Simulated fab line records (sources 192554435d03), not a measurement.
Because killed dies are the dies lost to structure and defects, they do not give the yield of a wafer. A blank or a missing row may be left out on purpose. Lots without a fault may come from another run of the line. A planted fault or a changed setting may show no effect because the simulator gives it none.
Chamber matching | flow n5_finfet | N5_DUMMY_GATE_STRIP_40 on rie_diel-06: 4 sister chambers
The step strips in CF4. 4 wafers are shown with their chamber, then 7 later ones without.

EACH WAFER AND ITS CHAMBER
wafer  | chamber | showerhead_plenum_p_Torr (Torr)
L089.3 | 0       | 1.78
L089.6 | 2       | 1.88
L090.1 | 1       | 1.65
L090.2 | 3       | 1.70

WAFERS WITH NO CHAMBER GIVEN
wafer  | showerhead_plenum_p_Torr (Torr)
L090.4 | 1.77
L095.1 | 1.69
L095.2 | 1.88
L095.3 | 1.65
L097.1 | 1.77
L097.3 | 1.69
L097.5 | 1.69

WHICH CHAMBER EACH WENT THROUGH
wafer  | from the rows above | in truth
L090.4 | 0                   | 0
L095.1 | 3                   | 3
L095.2 | 2                   | 2
L095.3 | 1                   | 1
L097.1 | 0                   | 0
L097.3 | 3                   | 3
L097.5 | 3                   | 3
Correctly placed: 7 of 7. From these rows, 0 cannot be placed. Number placed wrongly: 0.
How it was worked out, from the rows above alone: a wafer's distance from a chamber is the root of the sum, over the readings, of the square of ((its reading less the chamber's mean) divided by the reading's scatter). The wafer belongs to the nearest chamber; if the next one is less than 2 further off, it can't be placed. For every chamber, the mean is computed from those of its wafers that are shown. The scatter: with one shown wafer a chamber, the root of the mean of the squares of how far each hidden wafer lies from its nearest shown one.
